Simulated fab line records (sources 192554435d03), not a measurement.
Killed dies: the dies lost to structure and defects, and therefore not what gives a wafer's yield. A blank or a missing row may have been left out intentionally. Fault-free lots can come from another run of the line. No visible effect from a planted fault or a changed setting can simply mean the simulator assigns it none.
fab line records    flow n5Finfet
record lots=3  wafers=9  lastDay=15
route steps=1938 shown BEOL_M4@1099 BEOL_M5@1112 BEOL_M12@1651 PASSIVATION@1936
lots that met no fault: taken from a fault-free run of the same line
startH: hours from the record's opening day to when the first of the lot's shown wafers began    waitH: how many hours have passed since the lot's step before this one    " identical to the entry in the row above    L1.1+2: a row that stands for several wafers    - value missing, or start not given    * or withheld: withheld    < > ~ a bound
route shown NAME@n: NAME is a module with steps in the file, n the number in the route of the first one    usual: average and standard deviation across the fault-free wafers    same: alike in all rows    chamber/n: place in a boat    sites: readings site by site    _std_site: how widely they spread, as a standard deviation    _edge_site: inner sites' mean taken away from outer sites' mean    radiusMm: how far each site lies from the wafer's centre    mask NAME#n: copy n    behind: the last tool/chamber to shape the wafer    hold: why the lot was held/for how many hours/how that ended    device: the n, p or np transistor that did not switch    end of line: the route-end tests of the same wafers    a step given without rows: its recipe and nothing more    killed: not the wafer's yield, but the dies lost to structure and defects at the first sort    map: shows each die of a wafer: x if killed, . if not, _ if none is there
set.NAME: the setting that was run; set.NAME@STEP: the one run at that earlier step    model.NAME: the simulator's own value behind a step, which no gauge read
lots seen at some steps along the route; tables by step, rows by wafer
services: the hour from which a tool's chamber was out of use, counted from the record's first day as startH (under 0 if before that day), plus the number of hours and why
## steps
# step N5_BEOL_M4_ANNEAL_95
# recipe tempC=400  timeS=240  ambient=vacuum
# step N5_BEOL_M4_SPUTTER_96
# recipe material=Cu  targetThkA=45  tempC=-20  chamberPressurePa=0.07  powerW=withheld  timeS=8.29
# step N5_BEOL_M4_ECD_50
# recipe material=Cu  targetThkA=3000
# step N5_BEOL_M4_ANNEAL_51
# recipe tempC=225  timeS=90  ambient=N2
# step N5_BEOL_M4_CMP_52
# recipe stopOn=SiOC  tOverpolishS=6.8  downForcePsi=1  platenRpm=50  clearingPlatenDownForcePsi=1.5  clearingPlatenRpm=50  postCmpClean=cuAlkaline  targetThkNm=40  clearingPlatenPadVelocityMS=0.99484  padVelocityMS=0.99484
# step N5_BEOL_M4_PRE_CLEAN_60
# recipe gas=NH3/H2  timeS=15  tempC=*  rfPowerW=300
# step N5_BEOL_M4_CO_CAP_55
# recipe material=Co  targetThkA=20  tempC=200  precursor=CCTBA/H2  pressureTorr=30  timeS=102.1
# step N5_BEOL_M4_PRE_CLEAN_56
# recipe gas=NH3  timeS=15  tempC=withheld  rfPowerW=300
# step N5_BEOL_M4_DEP_57
# recipe material=SiCN  targetThkA=80  tempC=withheld  precursor=3MS/NH3  pressureTorr=3  rfW=202  timeS=14
# step N5_BEOL_M4_RC_MEAS_101
# usual DIBL_N=35.9/2.5  DIBL_P=36.0/3  IOFF_N=0.16/0.047  IOFF_P=0.21/0.047  ION_N=671/14  ION_P=460/8.8  SS_N=71.5/0.73  SS_P=73.2/0.91  VT_N=250/4.3  VT_P=-251/3.6
lot.wafer  tool       chamber  startH  waitH  DIBL_N[mV/V]  DIBL_P[mV/V]  IOFF_N[nA/um]  IOFF_P[nA/um]  ION_N[uA/um]  ION_P[uA/um]  SS_N[mV/dec]  SS_P[mV/dec]  VT_N[mV]  VT_P[mV]
L424.1     prober-02  0        162.25  0.0    34.2          32.5          0.13           0.15           653           444           71.4          72.6          255       -256
L424.2     "          0        "       "      30.9          30.8          0.09           0.15           653           455           70.0          72.1          254       -257
L424.6     "          0        "       "      32.2          31.4          0.10           0.15           654           451           70.8          71.9          256       -258
L428.2     prober-02  0        185.32  0.2    34.4          33.1          0.13           0.17           654           454           71.9          72.0          253       -253
L428.3     "          0        "       "      31.4          31.8          0.09           0.15           647           453           70.7          72.0          255       -253
L428.4     "          0        "       "      37.4          37.1          0.17           0.21           693           466           72.5          73.5          247       -250
L438.2     prober-02  0        243.29  0.2    33.2          33.3          0.11           0.14           664           455           70.7          71.9          253       -257
L438.3     "          0        "       "      34.4          34.4          0.12           0.16           667           455           72.3          72.7          253       -256
L438.6     "          0        "       "      35.2          35.8          0.14           0.18           665           457           71.1          73.2          250       -253
# step N5_BEOL_M5_ILD_DEP_00
# recipe material=SiCOH_lowk  targetThkA=1406.4  tempC=300  precursor=DEMS/porogen  pressureTorr=5  rfW=500  timeS=25.9
# step N5_BEOL_M5_CURE_79
# recipe tempC=385  timeS=240  ambient=He/Ar  material=SiCOH_lowk
# step N5_BEOL_M5_PECVD_70
# recipe material=SiO2  targetThkA=160  tempC=400  precursor=TEOS/O2  pressureTorr=5.5  rfW=450  teosFlowSccm=53.8  gas=O2  flowSccm=3000  timeS=18
# step N5_BEOL_M5_HM_DEP_02
# recipe material=TiN  targetThkA=200  tempC=25  chamberPressurePa=0.49996
# step N5_BEOL_M5_COAT_59
# recipe resist=SOC  tempC=250  timeS=60  spinRpm=1500  resistThkNm=60
# step N5_BEOL_M5_COAT_60
# recipe resist=SiARC  tempC=220  timeS=60  spinRpm=1500  resistThkNm=12
# step N5_BEOL_M5_COAT_71
# recipe resist=underlayer  tempC=205  timeS=60  spinRpm=1500  resistThkNm=5
# step N5_BEOL_M5_COAT_05
# recipe resist=CAR-EUV  spinRpm=1500  resistThkNm=30
# step N5_BEOL_M5_EBR_07
# recipe solvent=PGMEA  ebrWidthMm=1.5
# step N5_BEOL_M5_SOFTBAKE_06
# recipe tempC=110  timeS=60  resist=CAR-EUV
# step N5_BEOL_M5_EXPOSE_08
# recipe maskId=M5  na=0.33  sourceShape=annular  sigmaInner=0.4  sigmaOuter=0.8  polarization=unpolarized  targetCdNm=28  doseMj=35.75
# step N5_BEOL_M5_PEB_09
# recipe pebTempC=100  pebTimeS=60  resist=CAR-EUV
# step N5_BEOL_M5_DEVELOP_10
# recipe developTimeS=30  developer=TMAH  resist=CAR-EUV  rinseLiquid=surfactantRinse  dry=airSpin  devTempC=23
# step N5_BEOL_M5_DESCUM_16
# recipe chemistry=O2  timeS=7  sourcePowerW=50  biasPowerW=20  pressureMtorr=20  rfFrequencyHz=2.712e+07  tempC=40  resist=CAR-EUV  o2FlowSccm=225
# step N5_BEOL_M5_ETCH_72
# recipe chemistry=N2/H2  target=underlayer  targetDepthA=65  maskMaterial=CAR-EUV  timeS=5.2  ionEnergyEv=200  pressureMtorr=30  sourceW=840  biasW=150  n2FlowSccm=200  h2FlowSccm=200  ends=cleared
# step N5_BEOL_M5_ETCH_61
# recipe chemistry=CF4  target=SiARC  targetDepthA=156  maskMaterial=CAR-EUV  timeS=26  ionEnergyEv=80  pressureMtorr=40  sourceW=545  biasW=36  Ar_flow_sccm=100  cf4FlowSccm=100  ends=cleared
# step N5_BEOL_M5_ETCH_62
# recipe chemistry=N2/H2  target=SOC  targetDepthA=750  overetchA=150  maskMaterial=SiARC  tempC=40  timeS=112.5  ionEnergyEv=200  pressureMtorr=30  sourceW=840  biasW=150  n2FlowSccm=200  h2FlowSccm=200
# step N5_BEOL_M5_STRIP_63
# recipe chemistry=N2/H2  tempC=40  n2FlowSccm=200  h2FlowSccm=200  rfFrequencyHz=6e+07
# step N5_BEOL_M5_STRIP_73
# recipe chemistry=N2/H2  tempC=40  n2FlowSccm=200  h2FlowSccm=200  rfFrequencyHz=6e+07
# step N5_BEOL_M5_STRIP_64
# recipe chemistry=CF4  resist=SiARC  powerW=300  biasPowerW=75  pressureMtorr=50  cf4FlowSccm=150  rfFrequencyHz=6e+07
# step N5_BEOL_M5_HM_OPEN_17
# recipe chemistry=Cl2/BCl3  targetDepthA=200  overetchA=60  target=TiN  maskMaterial=SOC  ionEnergyEv=150  pressureMtorr=10  icpW=1000  biasW=126  Cl2_flow_sccm=53.25  bcl3FlowSccm=21.75  Ar_flow_sccm=25
# step N5_BEOL_M5_STRIP_19
# recipe chemistry=O2  powerW=400  tempC=40  pressureMtorr=30  rfFrequencyHz=6e+07  biasPowerW=0  overashFraction=0.2  o2FlowSccm=225
# step N5_BEOL_M5_COAT_65
# recipe resist=SOC  tempC=250  timeS=60  spinRpm=1500  resistThkNm=60
# step N5_BEOL_M5_COAT_66
# recipe resist=SiARC  tempC=220  timeS=60  spinRpm=1500  resistThkNm=12
# step N5_BEOL_M12_ECD_47
# recipe material=Cu  targetThkA=7200
lot.wafer   tool      chamber  startH  waitH
L424.1+2+6  ecdCu-02  0,1,0    222.36  0.1
L428.2+3+4  ecdCu-01  0,0,1    254.97  0.1
L438.2+3+6  ecdCu-02  1,0,1    318.90  0.1
# step N5_PASSIVATION_PROBE_49
# usual defectLimitedYield=91.4/1.4  killed_at_M0_to_M3=34/8.9  killed_at_M4_up=13/4.6  killedAtContacts=12/5.5  killedAtFrontEnd=41/11  killedAtOther=3.1/2.9  killedDies=102/16  killedOnRim=13/4.2  killedOpen=66/11  killedShort=34/7.6  sort_bin_5_function=5.1/0.89  sort_bin_6_memory=3.2/0.61  sort_bin_8_speed=0.02/0.12  sortNPass=1078/16  sortYieldPct=91.3/1.4
# same grossDies=1180  killedAtBackSide=0  sort_bin_4_leakage[%]=0
lot.wafer  tool       chamber  startH  waitH  defectLimitedYield[%]  killed_at_M0_to_M3  killed_at_M4_up  killedAtContacts  killedAtFrontEnd  killedAtOther  killedDies  killedOnRim  killedOpen  killedShort  sort_bin_5_function[%]  sort_bin_6_memory[%]  sort_bin_8_speed[%]  sortNPass  sortYieldPct[%]
L424.1     prober-02  -        264.46  0.0    90.4                   35                  8                20                45                5              113         11           74          39           5.3                     3.9                   0.08                 1066       90.3
L424.2     prober-02  -        264.51  0.1    91.7                   29                  13               8                 45                3              98          15           53          45           4.5                     3.5                   0                    1082       91.7
L424.6     prober-02  -        264.71  0.3    90.7                   42                  5                22                37                4              110         18           68          41           4.4                     4.2                   0                    1070       90.7
L428.2     prober-01  -        286.06  0.1    0                      35                  1107             11                23                4              1180        152          51          31           97.6                    2.3                   0                    0          0
L428.3     prober-01  -        286.11  0.1    0                      31                  1099             9                 33                8              1180        152          62          31           96.8                    2.9                   0                    0          0
L428.4     prober-01  -        286.16  0.2    0                      21                  1116             15                27                1              1180        152          55          23           97.0                    2.7                   0                    0          0
L438.2     prober-01  -        354.34  0.1    91.4                   29                  9                17                45                2              102         14           62          34           4.8                     3.0                   0                    1078       91.4
L438.3     prober-01  -        354.39  0.1    92.8                   15                  6                12                45                7              85          10           55          29           4.7                     2.1                   0                    1095       92.8
L438.6     prober-01  -        354.54  0.3    92.6                   31                  1                14                39                2              87          18           64          23           4.4                     2.9                   0                    1093       92.6
# killed by level:class
L424.1 MOL_CONTACT_COAG:geometricParticle:open=16 BEOL_M3:geometricParticle:open=11 STI_FIN_REVEAL:geometricParticle:open=9 ILD0:geometricParticle:short=9 BEOL_M0_SAQP:geometricParticle:open=8 GATE_CUT:geometricParticle:short=6 ILD0:geometricParticle:open=6 BEOL_M0_SAQP:geometricParticle:short=6
L424.2 FIN_SAQP:geometricParticle:short=10 BEOL_M0_SAQP:geometricParticle:open=9 GATE_CUT:geometricParticle:short=7 MOL_CONTACT_COAG:geometricParticle:open=7 FIN_SAQP:geometricParticle:open=6 BEOL_M0_SAQP:geometricParticle:short=6 BEOL_M2:geometricParticle:short=5 BEOL_M2:geometricParticle:open=5
L424.6 MOL_CONTACT_COAG:geometricParticle:open=16 FIN_SAQP:geometricParticle:short=15 BEOL_M1:geometricParticle:open=10 BEOL_M2:geometricParticle:open=10 BEOL_M3:geometricParticle:open=9 MOL_CONTACT_COAG:geometricParticle:short=6 BEOL_M0_SAQP:geometricParticle:open=5 FIN_SAQP:geometricParticle:open=4
L428.2 BEOL_M12:areaEcd=1098 MOL_CONTACT_COAG:geometricParticle:open=10 BEOL_M1:geometricParticle:open=10 BEOL_M0_SAQP:geometricParticle:short=7 FIN_SAQP:geometricParticle:open=6 BEOL_M0_SAQP:geometricParticle:open=6 BEOL_M1:geometricParticle:short=6 DUMMY_GATE:geometricParticle:open=4
L428.3 BEOL_M12:areaEcd=1086 BEOL_M1:geometricParticle:open=9 FIN_SAQP:geometricParticle:short=8 MOL_CONTACT_COAG:geometricParticle:open=8 BEOL_M0_SAQP:geometricParticle:open=6 BEOL_M4:geometricParticle:open=6 GATE_CUT:geometricParticle:open=5 PAD_METAL:geometricParticle:short=5
L428.4 BEOL_M12:areaEcd=1102 MOL_CONTACT_COAG:geometricParticle:open=13 BEOL_M5:geometricParticle:open=8 BEOL_M1:geometricParticle:open=6 GATE_CUT:geometricParticle:short=5 FIN_SAQP:geometricParticle:open=4 BEOL_M2:geometricParticle:open=4 FIN_SAQP:geometricParticle:short=3
L438.2 MOL_CONTACT_COAG:geometricParticle:open=13 FIN_SAQP:geometricParticle:short=12 BEOL_M2:geometricParticle:open=7 STI_FIN_REVEAL:geometricParticle:open=6 BEOL_M0:geometricParticle:open=6 BEOL_M3:geometricParticle:open=6 HKMG_FIN:areaEtch=6 FIN_SAQP:geometricParticle:open=5
L438.3 FIN_SAQP:geometricParticle:open=17 STI_FIN_REVEAL:geometricParticle:open=9 MOL_CONTACT_COAG:geometricParticle:open=9 FIN_SAQP:geometricParticle:short=7 BEOL_M0_SAQP:geometricParticle:short=4 BEOL_M3:geometricParticle:open=4 MOL_CONTACT_COAG:geometricParticle:short=3 BEOL_M2:geometricParticle:open=3
L438.6 STI_FIN_REVEAL:geometricParticle:open=13 BEOL_M3:geometricParticle:open=13 MOL_CONTACT_COAG:geometricParticle:open=12 FIN_SAQP:geometricParticle:open=7 FIN_SAQP:geometricParticle:short=6 BEOL_M0_SAQP:geometricParticle:short=4 BEOL_M0_SAQP:geometricParticle:open=4 BEOL_M1:geometricParticle:open=3
# map L428.2 (x killed, . not)
_________________xxxxxxxxxxxx________________
______________xxxxxxxxxxxxxxxxxx_____________
___________xxxxxxxxxxxxxxxxxxxxxxxx__________
__________xxxxxxxxxxxxxxxxxxxxxxxxxx_________
________xxxxxxxxxxxxxxxxxxxxxxxxxxxxxx_______
_______xxxxxxxxxxxxxxxxxxxxxxxxxxxxxxxx______
______xxxxxxxxxxxxxxxxxxxxxxxxxxxxxxxxxx_____
_____xxxxxxxxxxxxxxxxxxxxxxxxxxxxxxxxxxxx____
____xxxxxxxxxxxxxxxxxxxxxxxxxxxxxxxxxxxxxx___
___xxxxxxxxxxxxxxxxxxxxxxxxxxxxxxxxxxxxxxxx__
___xxxxxxxxxxxxxxxxxxxxxxxxxxxxxxxxxxxxxxxx__
__xxxxxxxxxxxxxxxxxxxxxxxxxxxxxxxxxxxxxxxxxx_
__xxxxxxxxxxxxxxxxxxxxxxxxxxxxxxxxxxxxxxxxxx_
_xxxxxxxxxxxxxxxxxxxxxxxxxxxxxxxxxxxxxxxxxxxx
_xxxxxxxxxxxxxxxxxxxxxxxxxxxxxxxxxxxxxxxxxxxx
_xxxxxxxxxxxxxxxxxxxxxxxxxxxxxxxxxxxxxxxxxxxx
_xxxxxxxxxxxxxxxxxxxxxxxxxxxxxxxxxxxxxxxxxxxx
_xxxxxxxxxxxxxxxxxxxxxxxxxxxxxxxxxxxxxxxxxxxx
_xxxxxxxxxxxxxxxxxxxxxxxxxxxxxxxxxxxxxxxxxxxx
_xxxxxxxxxxxxxxxxxxxxxxxxxxxxxxxxxxxxxxxxxxxx
_xxxxxxxxxxxxxxxxxxxxxxxxxxxxxxxxxxxxxxxxxxxx
__xxxxxxxxxxxxxxxxxxxxxxxxxxxxxxxxxxxxxxxxxx_
__xxxxxxxxxxxxxxxxxxxxxxxxxxxxxxxxxxxxxxxxxx_
___xxxxxxxxxxxxxxxxxxxxxxxxxxxxxxxxxxxxxxxx__
___xxxxxxxxxxxxxxxxxxxxxxxxxxxxxxxxxxxxxxxx__
____xxxxxxxxxxxxxxxxxxxxxxxxxxxxxxxxxxxxxx___
_____xxxxxxxxxxxxxxxxxxxxxxxxxxxxxxxxxxxx____
______xxxxxxxxxxxxxxxxxxxxxxxxxxxxxxxxxx_____
_______xxxxxxxxxxxxxxxxxxxxxxxxxxxxxxxx______
________xxxxxxxxxxxxxxxxxxxxxxxxxxxxxx_______
__________xxxxxxxxxxxxxxxxxxxxxxxxxx_________
___________xxxxxxxxxxxxxxxxxxxxxxxx__________
______________xxxxxxxxxxxxxxxxxx_____________
_________________xxxxxxxxxxxx________________
# map L438.2 (x killed, . not)
_________________........x...________________
______________.....x............_____________
___________....x...........x.x.....__________
__________..........x..x.x..x.x....._________
________.....xx......................._______
_______......................x.........______
______....x....x........x..............._____
_____....................................____
____..............x.....x...x..x..x.......___
___......x.....x......x..............x.....__
___...........x....x..x.x....x.......x.....__
__..x......................................._
__...x.........x....x......................x_
_.............x...........x..........x.......
_.........x........................x...x.....
_x........................x...........x......
_.........................x....x..........x.x
_.........x......x.......x....x.........x....
_..............x...x.....................x...
_..x.................x.........x............x
_..................................x....x....
__....................................x..x.._
__...............................x.xx...x..._
___................x.......xx..............__
___......x........x......x.................__
____..xxx.x...................x...........___
_____...........x.xx...................x.____
______.................................._____
_______....x.x...x...........x.......x.______
________..x............x...........x.._______
__________...........x.............._________
___________x..................x....__________
______________.....xx...x...x..._____________
_________________.x...x..x...________________
## services
tool      chamber  startH  hours  kind
ecdCu-02  -        205.79  1.1    repair
ecdCu-02  -        234.98  2.4    repair
## key
firstSign step=N5_PASSIVATION_PROBE_49  reading=killed_at_M4_up  direction=up  sigmas=99+  usual=13  struck=1107
effect step=N5_PASSIVATION_PROBE_49  reading=sort_bin_5_function  direction=up  sigmas=99+  usual=5.1  struck=97.1
moreKillsBornAt N5_BEOL_M12_ECD_47@ecdCu-01=3286
metAt N5_BEOL_M12_ECD_47
struckWafers L428.2,L428.3,L428.4
laterRowsLeftOut L428.2,L428.3,L428.4
onsetBetween 222.36 254.97
fault kind=skippedStepWhole  tool=ecdCu-01,ecdCu-02  chamber=-  onsetH=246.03  steps=N5_BEOL_M12_ECD_47  scope=struckLotsOnly
# laterRowsLeftOut: the simulator's readings of these wafers behind a module that went badly wrong aren't trusted and aren't shown, but for the sort
